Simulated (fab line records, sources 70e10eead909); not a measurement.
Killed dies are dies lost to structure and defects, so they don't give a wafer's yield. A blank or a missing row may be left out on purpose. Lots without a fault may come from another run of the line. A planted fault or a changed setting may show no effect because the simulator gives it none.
Chamber matching | flow nand_harc | NHARC_P_CONTACT_ETCH_18 on rie_diel-06: 4 sister chambers
The step etches the open film in C4F8/O2/Ar, target depth 481 nm, time 240.5 s. 14 wafers are shown with their chamber, then 7 later ones without.

WAFERS WITH THEIR CHAMBER
wafer  | chamber | rf_vpp_V (V) | run_length_s (s) | rf_fwd_power_W (W)
L946.1 | 0       | 982          | 261.0            | 599.3
L946.3 | 1       | 984          | 261.5            | 600.3
L946.5 | 2       | 978          | 261.9            | 597.2
L950.1 | 2       | 978          | 261.5            | 595.1
L950.4 | 1       | 982          | 261.7            | 599.5
L950.6 | 0       | 982          | 261.4            | 598.9
L949.1 | 3       | 970          | 260.9            | 599.7
L949.2 | 1       | 982          | 261.8            | 594.4
L949.3 | 2       | 976          | 261.8            | 596.7
L952.1 | 2       | 977          | 261.6            | 598.2
L952.4 | 3       | 971          | 260.9            | 598.7
L952.5 | 1       | 983          | 261.7            | 598.5
L951.3 | 3       | 972          | 261.2            | 601.6
L951.4 | 2       | 977          | 261.5            | 598.8

SIGNATURES (means of the wafers above)
reading        | chamber 0 | chamber 1 | chamber 2 | chamber 3 | scatter within a chamber
rf_vpp_V       | 982.00    | 982.75    | 977.20    | 971.00    | 0.869
run_length_s   | 261.200   | 261.675   | 261.660   | 261.000   | 0.179
rf_fwd_power_W | 599.100   | 598.175   | 597.200   | 600.000   | 1.82
Rule: a wafer's distance from a chamber is the root of the sum, over the readings, of the square of ((its reading less the chamber's mean) divided by the reading's scatter). The wafer belongs to the nearest chamber; if the next one is less than 2 further off, it can't be placed. The scatter: the root of (the sum of the squares of (reading less its chamber's mean) over the shown wafers, divided by (wafers less chambers)).

WAFERS WITHOUT THEIR CHAMBER
wafer  | rf_vpp_V (V) | run_length_s (s) | rf_fwd_power_W (W)
L951.6 | 981          | 261.7            | 596.7
L953.1 | 970          | 261.2            | 599.5
L953.2 | 982          | 261.8            | 600.2
L953.4 | 976          | 261.2            | 599.0
L966.1 | 977          | 261.3            | 598.5
L966.2 | 982          | 261.2            | 595.1
L966.3 | 970          | 261.0            | 595.8

WHICH CHAMBER EACH WENT THROUGH
wafer  | from the rows above     | in truth
L951.6 | can't be placed: 1 or 0 | 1
L953.1 | 3                       | 3
L953.2 | can't be placed: 1 or 0 | 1
L953.4 | 2                       | 2
L966.1 | 2                       | 2
L966.2 | can't be placed: 0 or 1 | 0
L966.3 | 3                       | 3
Placed correctly: 4 of 7. Can't be placed from these rows: 3 (the true chamber is among the candidates in 3). Placed wrongly: 0.
